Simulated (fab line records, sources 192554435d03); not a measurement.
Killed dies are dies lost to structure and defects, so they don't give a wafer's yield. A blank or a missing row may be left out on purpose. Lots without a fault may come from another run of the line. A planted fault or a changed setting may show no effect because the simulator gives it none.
Which tool did it? | flow n5_finfet | 6 lots, 17 wafers sampled, at 3 steps of a route of 1938

WHAT THE GAUGES READ, wafer by wafer
N5_BEOL_M8_THK_MEAS_01.
lot  | measured     | on            | M8_ILD_THK (nm)
L377 | day 10 14:19 | film_metro-01 | 156.1 154.0 158.6
L378 | day 10 16:00 | film_metro-01 | 155.9 155.0 157.2
L382 | day 11 12:26 | film_metro-01 | 153.5 153.7 156.7
L390 | day 13 07:48 | film_metro-01 | 152.1 155.2 152.7
L392 | day 13 17:14 | film_metro-01 | 151.6 156.4 156.0
L394 | day 14 06:19 | film_metro-01 | 153.6 152.8

WHICH TOOL RAN EACH LOT (tool, then ch and the chambers of the sampled wafers, then the start)
lot  | N5_BEOL_M7_DEGAS_44          | N5_BEOL_M7_CMP_52
L377 | pvd_sputter-02, day 10 11:53 | cmp-01 ch 1,2, day 10 13:14
L378 | pvd_sputter-01, day 10 12:54 | cmp-04 ch 2,3, day 10 14:54
L382 | pvd_sputter-01, day 11 09:50 | cmp-02 ch 0,2, day 11 11:07
L390 | pvd_sputter-01, day 13 04:52 | cmp-04 ch 2,3, day 13 06:38
L392 | pvd_sputter-02, day 13 14:47 | cmp-01 ch 0,2,3, day 13 16:10
L394 | pvd_sputter-02, day 14 02:49 | cmp-04 ch 0,2, day 14 05:13
- N5_BEOL_M7_DEGAS_44: time 60 s.
- N5_BEOL_M7_CMP_52: polishes, stops on SiCOH lowk, t overpolish 6.9 s, target thk 80 nm.

THE ANSWER, worked out from the rows above alone
Rule: what is usual is taken from the lots themselves. Put in order of their means at a reading, lots are off if they are a third of the lots or fewer, leave a main group of 4 or more, and stand apart from it by a gap of 3 or more times the standard deviation of the main group's means; of several such gaps the widest counts. A main group whose means are all the same, to the digits that the tables above print for the reading, isn't used. A lot without any number at a reading at which 4 lots or more have one is off too. The other lots that the step has rows for count as sound.
No lot is off at any reading shown: from this, nothing can be told.

WHAT THE SIMULATOR HAD PUT IN
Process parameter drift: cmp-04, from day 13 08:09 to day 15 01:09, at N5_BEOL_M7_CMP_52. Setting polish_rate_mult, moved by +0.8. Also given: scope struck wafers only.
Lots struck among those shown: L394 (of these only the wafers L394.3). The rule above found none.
